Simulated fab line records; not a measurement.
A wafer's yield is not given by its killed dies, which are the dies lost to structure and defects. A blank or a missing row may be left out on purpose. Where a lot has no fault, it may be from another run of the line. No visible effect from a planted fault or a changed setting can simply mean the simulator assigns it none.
One fault seen from 3 desks -- flow n5 finfet -- each desk holds nothing but its own numbers, with what lay behind them at the end

== THE DEFECT DESK ==
What the inspections along the route counted, lot by lot: means of the sampled wafers that have a number. A lot is out of limits, marked OUT, if its mean lies more than 4 standard deviations from the usual mean; the brackets give that distance.
Columns: A = raw defect count at N5_FIN_SAQP_INSPECT_40, usual 235
lot,first seen here,A
L753,day 2 04:03,178
L755,day 2 16:01,257
L756,day 2 20:40,195
L758,day 3 10:36,245
L760,day 3 21:08,302
L763,day 4 14:29,284
L765,day 5 02:47,252
L773,day 7 03:43,1399 (+14) OUT
This desk's verdict: out of limits on L773, starting with L773 at day 7 03:43 (raw defect count at N5_FIN_SAQP_INSPECT_40). L753, L755, L756, L758, L760, L763, L765 stayed within limits.

== THE METROLOGY DESK ==
Lot by lot, what the gauges showed, no matter which tool ran the lot: averages of those sampled wafers that carry a number. A lot is out of limits, marked OUT, if its mean lies more than 4 standard deviations from the usual mean; the brackets give that distance. 7 of its 12 readings are shown, namely those furthest out on some lot.
Columns: A = DIBL_N at N5_BEOL_M4_RC_MEAS_101, usual 36.6 mV/V; B = DIBL_P at N5_BEOL_M4_RC_MEAS_101, usual 36.4 mV/V; C = ION_N at N5_BEOL_M4_RC_MEAS_101, usual 678 uA/um; D = SS_N at N5_BEOL_M4_RC_MEAS_101, usual 71.5 mV/dec; E = SS_P at N5_BEOL_M4_RC_MEAS_101, usual 73.4 mV/dec; F = VT_N at N5_BEOL_M4_RC_MEAS_101, usual 248.5 mV; G = VT_P at N5_BEOL_M4_RC_MEAS_101, usual -249 mV
lot,first seen here,A,B,C,D,E,F,G
L753,day 2 01:16,37.3,37.2,690,71.4,73.2,245.6,-249
L755,day 2 13:11,34.5,33.3,662,70.5,72.9,254.3,-250
L756,day 2 17:58,36.6,35.5,680,71.6,73.6,247.9,-246
L758,day 3 07:59,35.4,34.1,669,72.1,72.4,252.3,-247
L760,day 3 18:56,36.1,36.4,676,71.3,73.0,252.0,-254
L763,day 4 12:18,35.4,35.1,669,71.2,73.0,249.2,-251
L765,day 5 00:40,36.1,35.3,677,71.3,73.3,249.3,-249
L773,day 7 01:10,39.3,37.6,689,71.7,74.3,245.8,-252
This desk's finding: nothing out of limits on any of the 8 lots.

== FOR THE TOOL OWNER'S DESK: rie si-04 ==
The tool's own readings at N5_FIN_SAQP_MANDREL_ETCH_58 (etches a-Si in HBr/Cl2, stops on SiNx, target depth 45 nm, bt time 10 s, time 27 s): means of the sampled wafers that have a number, for each lot that ran on this tool. A lot is out of limits, marked OUT, if its mean lies more than 4 standard deviations from the usual mean; the brackets give that distance.
Columns: A = drypump motor current A at N5_FIN_SAQP_MANDREL_ETCH_58, usual 5.99 A; B = oes product au at N5_FIN_SAQP_MANDREL_ETCH_58, usual 0.698 a.u.; C = throttle valve pct at N5_FIN_SAQP_MANDREL_ETCH_58, usual 35.52 %
lot,first seen here,A,B,C
L753,day 2 01:47,6.03,0.704,35.57
L756,day 2 18:16,5.96,0.700,35.60
L758,day 3 08:19,6.10,0.697,35.49
L763,day 4 12:29,6.11,0.696,35.42
L773,day 7 01:25,6.10,0.680,35.46
This desk's finding: nothing out of limits on any of the 5 lots.

== TAKEN TOGETHER ==
The defect desk could have raised an alarm at day 7 03:43, on L773.
The metrology desk saw nothing out of limits.
Nothing out of limits was seen by the tool owner's desk.
The metrology desk holds a record of L773, inside its limits.
The tool owner's desk has L773 on record, within its limits.
Every lot named ran N5_FIN_SAQP_MANDREL_ETCH_58 on rie si-04.

== WHAT WAS PUT IN BY THE SIMULATOR ==
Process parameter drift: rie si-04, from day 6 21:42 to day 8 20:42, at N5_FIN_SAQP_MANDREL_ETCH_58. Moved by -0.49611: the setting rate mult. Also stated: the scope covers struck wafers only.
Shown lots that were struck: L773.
Hours from the fault's start to each desk's first reading out of limits: the defect desk, 6.
